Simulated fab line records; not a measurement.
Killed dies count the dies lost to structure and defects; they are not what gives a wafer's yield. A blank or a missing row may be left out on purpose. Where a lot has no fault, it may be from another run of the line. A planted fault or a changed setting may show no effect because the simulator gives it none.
fab line records	flow n5_finfet
record: lots: 6	wafers: 18	last_day: 19
route steps=1938 shown BEOL_M12@1625 PASSIVATION@1936
lots that met no fault: taken from a fault-free run of the same line
start_h: start of the lot's first displayed wafer, in hours after the record's first day	wait_h: hours from the lot's prior step to this one	" same as the row above	L1.1+2: a row that stands for several wafers	- no value, or no start was given	* or withheld: withheld	< > ~ a bound
route shown NAME@n: NAME is a module with steps in the file, n the number in the route of the first one	usual: the fault-free wafers' mean and standard deviation	same: alike in all rows	chamber/n: place in a boat	sites: each site's reading	_std_site: the values' standard deviation	_edge_site: inner sites' mean taken away from outer sites' mean	radius_mm: how far each site lies from the wafer's centre	mask NAME#n: copy n	behind: the last tool/chamber to shape the wafer	hold: why the lot was held/for how many hours/how that ended	device: the transistor (n, p or np) that didn't switch	end of line: at the end of the route, the tests of the same wafers	step lacking rows: just its recipe	killed: count of dies lost to structure and defects at first sort (not the wafer's yield)	map: the dies of a wafer, with x for killed, . for not killed, _ for no die there
set.NAME: the run value of the setting; set.NAME@STEP: its run value at that earlier step	model.NAME: the simulator's own value behind a step, which no gauge read
lots seen at some steps along the route; tables by step, rows by wafer
services: the hour from which a tool's chamber was out of use, counted from the record's first day as start_h (under 0 if before that day), plus the number of hours and why
== steps ==
step: N5_BEOL_M12_COAT_22
recipe: spin_rpm: 2888	resist_thk_nm: 300
step: N5_BEOL_M12_EBR_24
recipe: solvent: PGMEA	ebr_width_mm: 1.5
step: N5_BEOL_M12_SOFTBAKE_23
recipe: temp_c: 130	time_s: 60
step: N5_BEOL_M12_EXPOSE_25
recipe: mask_id: M12	na: 0.93	source_shape: conventional	sigma_outer: 0.4	polarization: unpolarized	dose_mj: 21.8
step: N5_BEOL_M12_PEB_26
recipe: peb_temp_c: 130	peb_time_s: 90
step: N5_BEOL_M12_DEVELOP_27
recipe: develop_time_s: 45	rinse_liquid: diw	dry: air_spin	dev_temp_c: 21
step: N5_BEOL_M12_HARDBAKE_32
recipe: temp_c: 130	time_s: 120
step: N5_BEOL_M12_CD_MEAS_28
recipe: target_cd_nm: 160.2	landing_energy_ev: 500	detector: se_inlens	polarity: opening
usual: cd_nm: 161.4/1.9
lot.wafer	tool	chamber	start_h	wait_h	cd_nm
L215.3	cd_sem-03	0	316.55	-	162.7
L215.5	"	0	"	"	164.7
L215.6	"	0	"	"	161.3
L213.4	cd_sem-03	0	326.23	-	161.3
L213.5	"	0	"	"	162.0
L213.6	"	0	"	"	160.3
L219.1	cd_sem-01	0	347.93	-	163.5
L219.2	"	0	"	"	159.1
L219.4	"	0	"	"	159.8
L222.3	cd_sem-02	0	350.42	-	160.3
L222.5	"	0	"	"	159.7
L222.6	"	0	"	"	160.3
L221.1	cd_sem-03	0	357.64	-	161.5
L221.2	"	0	"	"	158.8
L221.3	"	0	"	"	160.1
L230.1	cd_sem-03	0	415.29	-	160.1
L230.2	"	0	"	"	162.7
L230.4	"	0	"	"	163.1
step: N5_BEOL_M12_OVL_MEAS_29
recipe: points_per_wafer: 44
usual: M12_OVL: 1/4.2
lot.wafer	tool	chamber	start_h	wait_h	M12_OVL[nm]
L215.3	overlay-01	0	316.57	0.0	7
L215.5	"	0	"	"	6
L215.6	"	0	"	"	3
L213.4	overlay-01	0	326.26	0.0	-3
L213.5	"	0	"	"	1
L213.6	"	0	"	"	1
L219.1	overlay-02	0	347.96	0.0	-1
L219.2	"	0	"	"	9
L219.4	"	0	"	"	-2
L222.3	overlay-01	0	350.45	0.0	-2
L222.5	"	0	"	"	-3
L222.6	"	0	"	"	1
L221.1	overlay-02	0	357.67	0.0	-4
L221.2	"	0	"	"	2
L221.3	"	0	"	"	-12
L230.1	overlay-02	0	415.32	0.0	-1
L230.2	"	0	"	"	5
L230.4	"	0	"	"	-1
step: N5_BEOL_M12_INSPECT_30
recipe: mode: adi	inspect_instrument: macro
usual: raw_defect_count: 1.9/1.4
lot.wafer	tool	chamber	start_h	wait_h	raw_defect_count
L215.3	defect_inspect-02	-	316.60	0.0	3
L215.5	"	-	"	"	1
L215.6	"	-	"	"	1
L213.4	defect_inspect-02	-	326.28	0.0	1
L213.5	"	-	"	"	2
L213.6	"	-	"	"	1
L219.1	defect_inspect-02	-	347.98	0.0	6
L219.2	"	-	"	"	1
L219.4	"	-	"	"	0
L222.3	defect_inspect-01	-	350.47	0.0	2
L222.5	"	-	"	"	2
L222.6	"	-	"	"	3
L221.1	defect_inspect-01	-	357.69	0.0	3
L221.2	"	-	"	"	0
L221.3	"	-	"	"	3
L230.1	defect_inspect-01	-	415.34	0.0	0
L230.2	"	-	"	"	4
L230.4	"	-	"	"	2
step: N5_BEOL_M12_DESCUM_33
recipe: chemistry: O2	time_s: 7.9	source_power_w: 50	bias_power_w: 20	pressure_mtorr: 20	rf_frequency_hz: 2.712e+07	temp_c: 40	o2_flow_sccm: 225
usual: drypump_motor_current_A: 5.6/0.47	oes_product_au: 0.83/0.08	rf_vpp_V: 243.4/1.3	showerhead_plenum_p_Torr: 2.11/0.065	throttle_valve_pct: 20.41/0.26
lot.wafer	tool	chamber	start_h	wait_h	drypump_motor_current_A	oes_product_au	rf_hours_counter_h	rf_vpp_V	showerhead_plenum_p_Torr	throttle_valve_pct
L215.3	rie_diel-03	3	316.69	0.1	4.8	0.86	56	244.0	2.19	20.10
L215.5	"	3	"	"	4.8	0.85	-	244.9	2.19	20.10
L215.6	"	2	"	"	5.2	0.69	-	239.9	1.98	20.84
L213.4	rie_diel-02	2	326.31	0.0	5.2	0.73	173	245.2	2.20	20.51
L213.5	"	3	"	"	5.7	0.83	-	242.6	2.06	20.42
L213.6	"	0	"	"	6.3	0.77	-	244.2	2.11	20.88
L219.1	rie_diel-04	1	348.57	0.6	5.7	0.72	240	241.3	2.04	20.47
L219.2	"	2	"	"	6.2	0.86	61	245.7	2.22	20.34
L219.4	"	0	"	"	5.8	0.96	10	242.4	2.15	20.10
L222.3	rie_diel-04	1	350.71	0.2	5.7	0.72	241	242.8	2.04	20.49
L222.5	"	3	"	"	6.0	0.84	-	242.9	2.12	20.53
L222.6	"	0	"	"	5.8	0.96	-	243.7	2.15	20.09
L221.1	rie_diel-04	3	357.73	0.0	5.9	0.84	80	243.4	2.12	20.53
L221.2	"	0	"	"	5.8	0.96	13	244.3	2.15	20.09
L221.3	"	2	"	"	6.2	0.85	63	245.6	2.22	20.36
L230.1	rie_diel-02	2	415.38	0.0	5.2	0.70	211	244.1	2.19	20.57
L230.2	"	1	"	"	5.5	0.86	72	242.9	2.04	20.60
L230.4	"	0	"	"	6.3	0.73	172	242.3	2.10	20.95
step: N5_BEOL_M12_ETCH_67
recipe: chemistry: CF4	target: SiARC	target_depth_a: 1430	time_s: 238.3	ion_energy_ev: 80	pressure_mtorr: 40	source_w: 545	bias_w: 36	Ar_flow_sccm: 100	cf4_flow_sccm: 100	ends: cleared
usual: drypump_motor_current_A: 5.6/0.46	etch_rf_on_time_s: 237/7.4	oes_product_au: 0.70/0.064	rf_vpp_V: 184.2/1.1	showerhead_plenum_p_Torr: 2.15/0.061	throttle_valve_pct: 15.53/0.25
lot.wafer	tool	chamber	start_h	wait_h	drypump_motor_current_A	etch_rf_on_time_s	oes_product_au	rf_hours_counter_h	rf_vpp_V	showerhead_plenum_p_Torr	throttle_valve_pct
L215.3	rie_diel-03	3	316.72	0.0	4.8	239	0.70	57	184.8	2.26	15.45
L215.5	"	3	"	"	4.8	239	0.71	-	184.3	2.26	15.44
L215.6	"	2	"	"	5.2	232	0.59	-	183.3	2.04	16.03
L213.4	rie_diel-02	2	326.35	0.0	5.2	237	0.62	173	183.2	2.20	15.45
L213.5	"	3	"	"	5.7	240	0.71	-	182.8	2.09	15.39
L213.6	"	0	"	"	6.3	231	0.67	-	183.9	2.15	15.95
L219.1	rie_diel-04	1	348.60	0.0	5.7	229	0.61	240	184.1	2.11	15.86
L219.2	"	2	"	"	6.2	238	0.71	61	185.8	2.25	15.44
L219.4	"	0	"	"	5.8	222	0.83	10	185.6	2.18	15.20
L222.3	rie_diel-04	1	350.74	0.0	5.7	232	0.61	241	183.6	2.11	15.86
L222.5	"	3	"	"	6.0	245	0.70	-	183.8	2.15	15.58
L222.6	"	0	"	"	5.8	222	0.83	-	185.2	2.18	15.20
L221.1	rie_diel-04	3	357.76	0.0	6.0	243	0.70	80	183.6	2.15	15.59
L221.2	"	0	"	"	5.8	220	0.82	13	183.1	2.18	15.20
L221.3	"	2	"	"	6.2	238	0.72	63	185.9	2.25	15.44
L230.1	rie_diel-02	2	415.41	0.0	5.2	240	0.59	211	185.1	2.19	15.49
L230.2	"	1	"	"	5.5	241	0.72	72	182.1	2.09	15.65
L230.4	"	0	"	"	6.3	236	0.64	172	183.8	2.14	16.01
step: N5_BEOL_M12_ETCH_68
recipe: chemistry: N2/H2	target: SOC	mask_material: SiARC	source_w: 3000	bias_w: 350	temp_c: 40	time_s: 285	ion_energy_ev: 200	pressure_mtorr: 30	n2_flow_sccm: 200	h2_flow_sccm: 200
usual: drypump_motor_current_A: 5.6/0.46	oes_product_au: 0.82/0.079	rf_vpp_V: 524.4/2.3	showerhead_plenum_p_Torr: 2.56/0.082	throttle_valve_pct: 17.66/0.21
lot.wafer	tool	chamber	start_h	wait_h	drypump_motor_current_A	oes_product_au	rf_hours_counter_h	rf_vpp_V	showerhead_plenum_p_Torr	throttle_valve_pct	model.SiARC_of_BEOL_M12_COAT_66.thk_nm
L215.3	rie_diel-03	3	316.87	0.1	4.8	0.86	57	526.7	2.69	17.59	84.8
L215.5	"	3	"	"	4.9	0.86	-	527.5	2.69	17.60	84.4
L215.6	"	2	"	"	5.2	0.69	-	520.4	2.39	17.93	85
L213.4	rie_diel-02	2	326.49	0.1	5.3	0.72	174	525.8	2.62	17.58	85.8
L213.5	"	3	"	"	5.7	0.83	-	521.3	2.45	17.29	85.8
L213.6	"	0	"	"	6.4	0.76	-	522.2	2.52	17.81	86.4
L219.1	rie_diel-04	1	348.75	0.1	5.7	0.72	240	523.5	2.52	18.05	84.8
L219.2	"	2	"	"	6.2	0.85	61	528.1	2.68	17.61	85.2
L219.4	"	0	"	"	5.8	0.95	11	525.4	2.63	17.54	85
L222.3	rie_diel-04	1	350.89	0.1	5.7	0.71	241	522.4	2.52	18.05	85.4
L222.5	"	3	"	"	6.0	1.05	-	523.8	2.59	17.87	75.6
L222.6	"	0	"	"	5.8	0.94	-	524.2	2.63	17.54	85.2
L221.1	rie_diel-04	3	357.91	0.1	6.0	1.04	80	526.4	2.59	17.85	75.4
L221.2	"	0	"	"	5.8	0.95	13	524.4	2.63	17.54	84.4
L221.3	"	2	"	"	6.2	0.85	64	528.0	2.68	17.59	85.2
L230.1	rie_diel-02	2	415.56	0.1	5.2	0.69	211	525.7	2.60	17.65	86.2
L230.2	"	1	"	"	5.5	0.86	72	522.8	2.49	17.98	85.8
L230.4	"	0	"	"	6.3	0.72	172	523.4	2.51	17.88	86.6
step: N5_BEOL_M12_STRIP_69
recipe: chemistry: N2/H2	temp_c: 40	n2_flow_sccm: 200	h2_flow_sccm: 200	rf_frequency_hz: 6e+07
step: N5_PASSIVATION_PROBE_49
usual: defect_limited_yield: 91.2/1.4	killed_at_M0_to_M3: 34/9.3	killed_at_M4_up: 14/5.9	killed_at_contacts: 14/5.7	killed_at_front_end: 38/10	killed_at_other: 4/3.2	killed_dies: 104/17	killed_open: 67/13	killed_short: 33/6.9	sort_bin_4_leakage: 0/3.6	sort_bin_5_function: 5.2/1	sort_bin_6_memory: 3.3/0.61	sort_bin_8_speed: 0.3/1.8	sort_n_pass: 1069/52	sort_yield_pct: 91/4.4
same: gross_dies: 1180	killed_at_back_side: 0
lot.wafer	tool	chamber	start_h	wait_h	defect_limited_yield[%]	killed_at_M0_to_M3	killed_at_M4_up	killed_at_contacts	killed_at_front_end	killed_at_other	killed_dies	killed_open	killed_short	sort_bin_4_leakage[%]	sort_bin_5_function[%]	sort_bin_6_memory[%]	sort_bin_8_speed[%]	sort_n_pass	sort_yield_pct[%]
L219.1	prober-02	-	385.13	0.0	93.1	31	10	10	28	3	82	59	22	0	3.8	3.0	0	1098	93
L219.2	prober-02	-	385.18	0.1	92.6	30	12	15	26	4	87	42	39	0	4.8	2.4	0	1093	93
L219.4	prober-02	-	385.28	0.2	93.7	26	9	11	23	5	74	48	21	0	3.6	2.5	0	1106	94
L221.1	prober-02	-	398.61	0.0	93.0	22	17	10	31	3	83	63	18	0	4.2	2.8	0	1097	93
L221.2	prober-02	-	398.66	0.1	93.2	22	9	8	34	7	80	45	33	0	3.9	2.5	0	1100	93
L221.3	prober-02	-	398.71	0.1	92.7	31	11	2	36	6	86	46	36	0	4.0	3.1	0	1094	93
L230.1	prober-01	-	461.84	0.8	90.4	33	13	16	45	6	113	78	27	0	5.5	3.6	0	1067	90
L230.2	prober-01	-	461.89	0.8	92.5	41	8	10	26	4	89	58	29	0	4.5	2.7	0	1091	92
L230.4	prober-01	-	461.99	0.9	92.0	44	11	11	24	4	94	64	27	0	4.4	3.4	1.8	1065	90
killed by level:class
L219.1 BEOL_M3:geometric_particle:open=11 MOL_CONTACT_COAG:geometric_particle:open=9 BEOL_M2:geometric_particle:open=9 FIN_SAQP:geometric_particle:open=6 STARTING-WAFER:geometric_particle:short=5 DUMMY_GATE:geometric_particle:open=4 BEOL_M5:geometric_particle:open=4 BEOL_M0_SAQP:geometric_particle:open=3
L219.2 MOL_CONTACT_COAG:geometric_particle:open=9 BEOL_M0_SAQP:geometric_particle:short=8 FIN_SAQP:geometric_particle:short=6 GATE_CUT:geometric_particle:short=6 MOL_CONTACT_COAG:geometric_particle:short=6 BEOL_M0_SAQP:geometric_particle:open=6 BEOL_M1:geometric_particle:open=6 FIN_SAQP:geometric_particle:open=4
L219.4 MOL_CONTACT_COAG:geometric_particle:open=10 BEOL_M2:geometric_particle:open=7 FIN_SAQP:geometric_particle:open=6 BEOL_M0_SAQP:geometric_particle:open=6 BEOL_M0_SAQP:geometric_particle:short=5 PAD_METAL:geometric_particle:open=4 FIN_SAQP:geometric_particle:short=3 STI_FIN_REVEAL:geometric_particle:open=3
L221.1 MOL_CONTACT_COAG:geometric_particle:open=9 BEOL_M2:geometric_particle:open=7 BEOL_M4:geometric_particle:open=7 STI_FIN_REVEAL:geometric_particle:open=6 BEOL_M1:geometric_particle:open=6 FIN_SAQP:geometric_particle:open=5 STARTING-WAFER:geometric_particle:short=4 DUMMY_GATE:geometric_particle:open=3
L221.2 FIN_SAQP:geometric_particle:short=7 STI_FIN_REVEAL:geometric_particle:open=5 BEOL_M3:geometric_particle:open=5 MOL_CONTACT_COAG:geometric_particle:short=4 MOL_CONTACT_COAG:geometric_particle:open=4 PAD_METAL:geometric_particle:open=4 FIN_SAQP:geometric_particle:open=3 ILD0:geometric_particle:short=3
L221.3 STI_FIN_REVEAL:geometric_particle:open=8 GATE_CUT:geometric_particle:short=8 BEOL_M1:geometric_particle:open=8 BEOL_M4:geometric_particle:open=7 BEOL_M1:geometric_particle:short=6 BEOL_M3:geometric_particle:open=6 BEOL_M0_SAQP:geometric_particle:short=5 DUMMY_GATE:geometric_particle:open=4
L230.1 FIN_SAQP:geometric_particle:open=17 BEOL_M2:geometric_particle:open=12 MOL_CONTACT_COAG:geometric_particle:open=12 DUMMY_GATE:geometric_particle:open=7 STI_FIN_REVEAL:geometric_particle:open=5 BEOL_M0_SAQP:geometric_particle:short=5 BEOL_M0_SAQP:geometric_particle:open=5 PASSIVATION:area_etch=5
L230.2 FIN_SAQP:geometric_particle:open=10 MOL_CONTACT_COAG:geometric_particle:open=10 BEOL_M2:geometric_particle:open=10 BEOL_M0_SAQP:geometric_particle:short=8 BEOL_M0_SAQP:geometric_particle:open=6 BEOL_M1:geometric_particle:open=6 FIN_SAQP:geometric_particle:short=3 GATE_CUT:geometric_particle:open=3
L230.4 BEOL_M0_SAQP:geometric_particle:open=14 BEOL_M2:geometric_particle:open=11 BEOL_M0_SAQP:geometric_particle:short=9 MOL_CONTACT_COAG:geometric_particle:open=8 BEOL_M4:geometric_particle:open=8 FIN_SAQP:geometric_particle:open=6 STARTING-WAFER:geometric_particle:short=5 FIN_SAQP:geometric_particle:short=3
== services ==
tool	chamber	start_h	hours	kind
rie_diel-04	0	302.78	-	clean
rie_diel-04	0	302.78	-	consumable_replace:focus_ring
rie_diel-04	0	302.78	21.6	scheduled_down
rie_diel-04	0	302.78	21.6	vent_cycle
rie_diel-02	3	333.88	28.2	repair
rie_diel-03	1	359.08	5.1	repair
rie_diel-03	2	376.64	-	clean
rie_diel-03	2	376.64	-	consumable_replace:focus_ring
rie_diel-03	2	376.64	-	consumable_replace:showerhead
rie_diel-03	2	376.64	19.1	scheduled_down
rie_diel-03	2	376.64	19.1	vent_cycle
rie_diel-04	1	382.68	-	clean
rie_diel-04	1	382.68	-	consumable_replace:focus_ring
rie_diel-04	1	382.68	23.1	scheduled_down
rie_diel-04	1	382.68	23.1	vent_cycle
rie_diel-04	2	395.37	6.0	repair
rie_diel-02	-	402.40	1.1	repair
== key ==
first_sign: step: N5_BEOL_M12_ETCH_68	reading: oes_product_au	direction: up	sigmas: 2.8	usual: 0.82	struck: 1.05
effect none on later readings
model_effect: step: N5_BEOL_M12_ETCH_68	value: SiARC_of_BEOL_M12_COAT_66.thk_nm	without: 86.1	struck: 75.5
met_at N5_BEOL_M12_ETCH_68
struck_wafers L221.1,L222.5
onset_between 348.75 350.89
fault: kind: process_parameter_drift	tool: rie_diel-04	chamber: -	onset_h: 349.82	steps: N5_BEOL_M12_ETCH_68	channel: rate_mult	offset: 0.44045	shape: step	end_h: 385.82	scope: struck_wafers_only
